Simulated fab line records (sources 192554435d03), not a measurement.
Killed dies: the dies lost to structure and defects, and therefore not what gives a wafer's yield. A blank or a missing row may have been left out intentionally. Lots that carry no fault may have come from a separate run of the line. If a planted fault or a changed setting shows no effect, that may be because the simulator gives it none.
A struck lot beside a sound one / flow n5 finfet / 15 out of 1938 route steps
Sound: wafers L388.1, L388.2, L388.3. Struck: wafers L373.3, L373.5. (L373.4 of the same lot was not struck and is left out.) The cause comes at the end.
Each step with rows lists, per side, the tool, then ch with its chambers, then its first start. Under that, the readings that differ: sound wafers / struck wafers / difference of the means / sigmas: that difference in standard deviations of wafers without a fault.
alike: readings whose means differ by less than 2 such deviations, and words and numbers that are the same on both sides. not compared: withheld readings, readings that some wafer has no value for, bounds like >300 that may hide the same value, and numbers for which the record gives no deviation and whose values overlap.
Wherever a step has rows on one side only, a row that says differs or no value, or a row with sigmas, the two part there. Non-overlapping numbers with no deviation appear without sigmas and do not part them. Lack of a reading on every wafer of one side parts them only where that side has two or more wafers.

N5_BEOL_M12_TRENCH_ETCH_34: etches SiOC in C4F8/O2/Ar, target depth 318.95 nm, time 125.5 s.
  sound on rie diel-01 ch 0,1,2, day 15 21:39; struck on rie diel-03 ch 2,3, day 11 14:10
  alike: bias w, drypump motor current A, he outer torr, oes product au, rf vpp V, showerhead plenum p Torr, throttle valve pct
  not compared: rf hours counter h
then, 1 step without rows for these wafers: N5_BEOL_M12_STRIP_70 (strips in C4F8/O2/Ar).
N5_BEOL_M12_OCD_MEAS_35:
  sound on ocd-02, day 15 21:48; struck on ocd-02, day 11 14:20
  alike: trench depth nm
N5_BEOL_M12_STRIP_37: strips in N2/H2.
  sound on plasma asher-01 ch 0,1, day 15 21:50; struck on plasma asher-01 ch 0,1, day 11 14:23
  alike: drypump motor current A, heater power w, oes product au
  not compared: rf hours counter h
then, 4 steps without rows for these wafers: N5_BEOL_M12_ETCH_38 (etches SiCN in CF4/N2, target depth 68.7 nm, time 73.4 s); N5_BEOL_M12_PRECLEAN_39 (cleans in residue remover, time 60 s); N5_BEOL_M12_SRD_40 (time 30 s, dry time 30 s); N5_BEOL_M12_DEGAS_41 (time 60 s).
N5_BEOL_M12_PRE_CLEAN_42: time 30 s.
  sound on pvd sputter-01, day 16 00:34; struck on pvd sputter-01, day 11 14:59
reading=susceptor temp C (C); sound=250.21 250.00 250.15; struck=249.81 249.68; difference=-0.38; sigmas=-2
  alike: heater power w
then, 1 step without rows for these wafers: N5_BEOL_M12_SPUTTER_43 (material TaN, target thk 15 nm, time 24.19 s).
N5_BEOL_M12_SPUTTER_44: material Ta, target thk 10 nm, time 16.13 s.
  sound on pvd sputter-01, day 16 00:41; struck on pvd sputter-01, day 11 15:07
  alike: cathode dc power W, susceptor temp C, throttle valve pct
N5_BEOL_M12_SPUTTER_45: material Cu, target thk 80 nm, time 13.33 s.
  sound on pvd sputter-01, day 16 00:46; struck on pvd sputter-01, day 11 15:11
  alike: cathode dc power W, susceptor temp C, throttle valve pct
N5_BEOL_M12_ECD_47: material Cu, target thk 720 nm.
  sound on ecd cu-01 ch 0,1, day 16 00:54; struck on ecd cu-02 ch 0, day 11 15:21
reading=model.Cu_of_BEOL_M12_ECD_47.thk nm (nm); sound=709.4 721.6 726.2; struck=986 984.8; difference=+266; sigmas=
then, 1 step without rows for these wafers: N5_BEOL_M12_ANNEAL_48 (time 90 s).
N5_PASSIVATION_PROBE_49:
  sound on prober-02, day 17 14:43; struck on prober-01, day 13 03:34
reading=killed_at_M0_to_M3; sound=37 54 49; struck=21 23; difference=-25; sigmas=-2
reading=killed at front end; sound=37 40 28; struck=53 61; difference=+22; sigmas=+2
  alike: defect limited yield, killed_at_M4_up, killed at contacts, killed at other, killed dies, killed open, killed short, sort_bin_5_function, sort_bin_6_memory, sort_bin_8_speed, sort n pass, sort yield pct

== WHERE THEY PART ==
Earliest at N5_BEOL_M12_PRE_CLEAN_42; latest, in this record, at N5_PASSIVATION_PROBE_49.

WHY: what the simulator had put in
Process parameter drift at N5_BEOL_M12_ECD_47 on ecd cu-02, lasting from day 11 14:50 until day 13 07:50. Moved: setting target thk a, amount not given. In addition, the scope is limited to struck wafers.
